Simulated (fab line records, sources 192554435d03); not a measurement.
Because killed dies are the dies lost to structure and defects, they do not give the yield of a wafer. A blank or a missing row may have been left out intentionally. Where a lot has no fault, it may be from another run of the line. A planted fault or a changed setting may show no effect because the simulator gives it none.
Struck lot and sound lot, side by side | flow n5-finfet | 14 out of 1938 route steps
Sound: wafers L467.3, L467.4, L467.5. Struck: wafer L476.2. (L476.4, L476.5 of the same lot were not struck and are left out.) The cause comes at the end.
At each step with rows: each side's tool, then ch and its chambers, then its first start. Under that, the readings that differ: sound wafers | struck wafers | difference of the means | sigmas: that difference in standard deviations of wafers without a fault.
alike: readings whose means differ by less than 2 such deviations, and words and numbers that are the same on both sides. not compared: withheld readings, readings that some wafer has no value for, bounds like >300 that may hide the same value, and numbers for which the record gives no deviation and whose values overlap.
The two part at a step that has a row with sigmas, a row that says differs or no value, or rows on one side only. Numbers that don't overlap but have no deviation are shown without sigmas and don't part them. A reading missing from all wafers of one side parts the sides only when that side holds two or more wafers.

N5_BEOL_M15_STRIP_36: strips in O2.
  sound on rie-diel-03 ch 1,3, day 13 21:49; struck on rie-diel-01 ch 1, day 14 22:56
  reading                     | sound             | struck | difference | sigmas
  drypump-motor-current-A (A) | 6.6 6.5 6.6       | 5.4    | -1.2       | -2
  o2-flow-sccm (sccm)         | 225.5 224.4 225.3 | 223.8  | -1.3       | -2
  alike: oes-product-au, rf-vpp-V, showerhead-plenum-p-Torr, throttle-valve-pct
  not compared: rf-hours-counter-h
then, 5 steps without rows for these wafers: N5_BEOL_M15_STRIP_62 (strips in O2); N5_BEOL_M15_STRIP_37 (strips in O2); N5_BEOL_M15_ETCH_38 (etches SiCN in CF4/N2, target depth 106.4 nm, time 120.5 s); N5_BEOL_M15_PRECLEAN_39 (cleans in residue remover, time 60 s); N5_BEOL_M15_SRD_40 (time 30 s, dry time 30 s).
N5_BEOL_M15_DEGAS_41: time 60 s.
  sound on pvd-sputter-01 at day 13 22:17; struck on pvd-sputter-03 at day 14 23:22
  alike: heater-power-w
N5_BEOL_M15_PRE_CLEAN_42: time 30 s.
  sound on pvd-sputter-01 at day 13 22:20; struck on pvd-sputter-03 at day 14 23:25
  alike: heater-power-w
then, 1 step without rows for these wafers: N5_BEOL_M15_SPUTTER_43 (material TaN, target thk 15 nm, time 24.19 s).
N5_BEOL_M15_SPUTTER_44: material Ta, target thk 15 nm, time 24.19 s.
  sound on pvd-sputter-01 at day 13 22:27; struck on pvd-sputter-03 at day 14 23:32
  alike: chamber-pressure-pa, throttle-valve-pct
N5_BEOL_M15_SPUTTER_45: material Cu, target thk 100 nm, time 16.67 s.
  sound on pvd-sputter-01 at day 13 22:32; struck on pvd-sputter-03 at day 14 23:37
  alike: chamber-pressure-pa, chuck-gas-flow-sccm, throttle-valve-pct
N5_BEOL_M15_ECD_47: material Cu, target thk 1860 nm.
  sound on ecd-cu-01 ch 0,1, day 13 22:43; struck on ecd-cu-02 ch 1, day 14 23:49
  reading                                 | sound          | struck | difference | sigmas
  model.Cu_of_BEOL_M15_ECD_47.thk-nm (nm) | 1883 1855 1872 | 2424   | +554       |
then, 1 step without rows for these wafers: N5_BEOL_M15_ANNEAL_48 (time 90 s).
N5_PASSIVATION_PROBE_49:
  sound on prober-01 at day 14 13:17; struck on prober-02 at day 15 17:40
  reading                | sound    | struck | difference | sigmas
  sort_bin_4_leakage (%) | 0.08 0 0 | 0.34   | +0.31      | +2
  alike: defect-limited-yield, killed_at_M0_to_M3, killed_at_M4_up, killed-at-contacts, killed-at-front-end, killed-at-other, killed-dies, killed-open, killed-short, sort_bin_5_function, sort_bin_6_memory, sort-n-pass, sort-yield-pct

== WHERE THEY PART ==
Earliest at N5_BEOL_M15_STRIP_36; latest, in this record, at N5_PASSIVATION_PROBE_49.

WHY: what had been put in by the simulator
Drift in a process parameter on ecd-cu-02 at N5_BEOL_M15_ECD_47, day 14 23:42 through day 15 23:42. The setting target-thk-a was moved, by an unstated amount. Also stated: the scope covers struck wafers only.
